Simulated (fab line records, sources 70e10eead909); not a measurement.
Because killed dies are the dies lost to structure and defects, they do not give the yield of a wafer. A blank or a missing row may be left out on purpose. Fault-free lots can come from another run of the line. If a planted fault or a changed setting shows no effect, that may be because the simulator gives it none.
Comparing a struck lot with a sound one    flow nand-harc    14 out of 1302 route steps
Sound: wafers L906.3, L906.4, L906.6. Struck: wafer L919.2 (L919.1, L919.5, from the same lot, were not struck and are left out); the cause is given at the end.
At each step with rows: each side's tool, then ch and its chambers, then its first start. Under that, the readings that differ: sound wafers    struck wafers    difference of the means    sigmas: that difference in standard deviations of wafers without a fault.
alike: words and numbers the same on both sides, and readings whose means are apart by under 2 such deviations; not compared: readings that were withheld, readings missing a value for some wafer, numbers with overlapping values and no deviation given by the record, and bounds like >300 which may hide the same value.
The two part at a step that has a row with sigmas, a row that says differs or no value, or rows on one side only. When numbers do not overlap yet have no deviation, they are printed without sigmas and do not part them. A reading that every wafer of one side lacks parts them only if that side has two wafers or more.

NHARC_A_BLC_OVL_MEAS_11:
  sound on overlay-02, day 22 14:22; struck on overlay-02, day 28 00:02
reading            sound        struck  difference  sigmas
overlay-y-nm (nm)  0.2 0.3 1.1  -1.1    -1.6        -2
  alike: overlay-x-nm
NHARC_A_BLC_INSPECT_12:
  sound on defect-inspect-01, day 22 14:24; struck on defect-inspect-01, day 28 00:05
  alike: raw-defect-count
then, 1 step without rows for these wafers: NHARC_A_BLC_DESCUM_15 (chemistry O2, time 3 s).
NHARC_A_BLC_ETCH_16: etches the open film in CF4, target depth 39 nm, time 65 s.
  sound on rie-diel-03 ch 1,3, day 22 14:33; struck on rie-diel-03 ch 3, day 28 00:13
reading                sound              struck  difference  sigmas
oes-product-au (a.u.)  0.990 0.977 0.996  1.018   +0.030      +3
  alike: chamber-pressure-mTorr, drypump-motor-current-A, rf-vpp-V, showerhead-plenum-p-Torr, throttle-valve-pct
  not compared: rf-hours-counter-h
NHARC_A_BLC_ETCH_17: etches the open film in N2/H2, target depth 390 nm, time 609.38 s.
  sound on rie-diel-03 ch 0,1,2; struck on rie-diel-03 ch 3
  alike: chamber-pressure-mTorr, drypump-motor-current-A, oes-product-au, rf-vpp-V, showerhead-plenum-p-Torr, throttle-valve-pct
  not compared: rf-hours-counter-h
NHARC_A_BLC_ETCH_18: etches the open film in C4F8/O2/Ar, target depth 910 nm.
  sound on rie-diel-03 ch 0,3; struck on rie-diel-03 ch 2
  alike: chamber-pressure-mTorr, oes-product-au, rf-vpp-V
  not compared: rf-hours-counter-h
NHARC_A_BLC_CD_MEAS_19:
  sound on cd-sem-02, day 22 15:26; struck on cd-sem-02, day 28 01:06
  alike: cd-nm
then, 3 steps without rows for these wafers: NHARC_A_BLC_STRIP_29 (strips in CF4); NHARC_A_BLC_STRIP_21 (strips in O2); NHARC_A_BLC_STRIP_22 (strips in post etch residue remover, time 600 s).
NHARC_A_BLC_DEGAS_30: time 60 s.
  sound on pvd-sputter-03, day 22 16:02; struck on pvd-sputter-01, day 28 01:43
  alike: heater-power-w
then, 1 step without rows for these wafers: NHARC_A_BLC_PRE_CLEAN_31 (time 15 s).
NHARC_A_BLC_PVD_32: deposits Ti, target thk 5 nm, time 17.7 s.
  sound on pvd-sputter-03, day 22 16:10; struck on pvd-sputter-01, day 28 01:51
reading                 sound                 struck  difference  sigmas
cathode-dc-power-W (W)  5001.0 5001.3 5000.8  5335.2  +334.2      +99 or more
  alike: throttle-valve-pct
NHARC_A_BLC_ALD_23: deposits TiN, target thk 3 nm, pulse time 1 s, ald cycles 150.
  sound on ald-metal-01 ch 1,3, day 22 16:16; struck on ald-metal-02 ch 1, day 28 01:58
  alike: heater-power-w, precursor-pulse-height-rel

## WHERE THEY PART
First at NHARC_A_BLC_OVL_MEAS_11; last, within this record, at NHARC_A_BLC_PVD_32. Later steps at which nothing parts them and some readings are alike: NHARC_A_BLC_ALD_23.

WHY: whatever the simulator had introduced
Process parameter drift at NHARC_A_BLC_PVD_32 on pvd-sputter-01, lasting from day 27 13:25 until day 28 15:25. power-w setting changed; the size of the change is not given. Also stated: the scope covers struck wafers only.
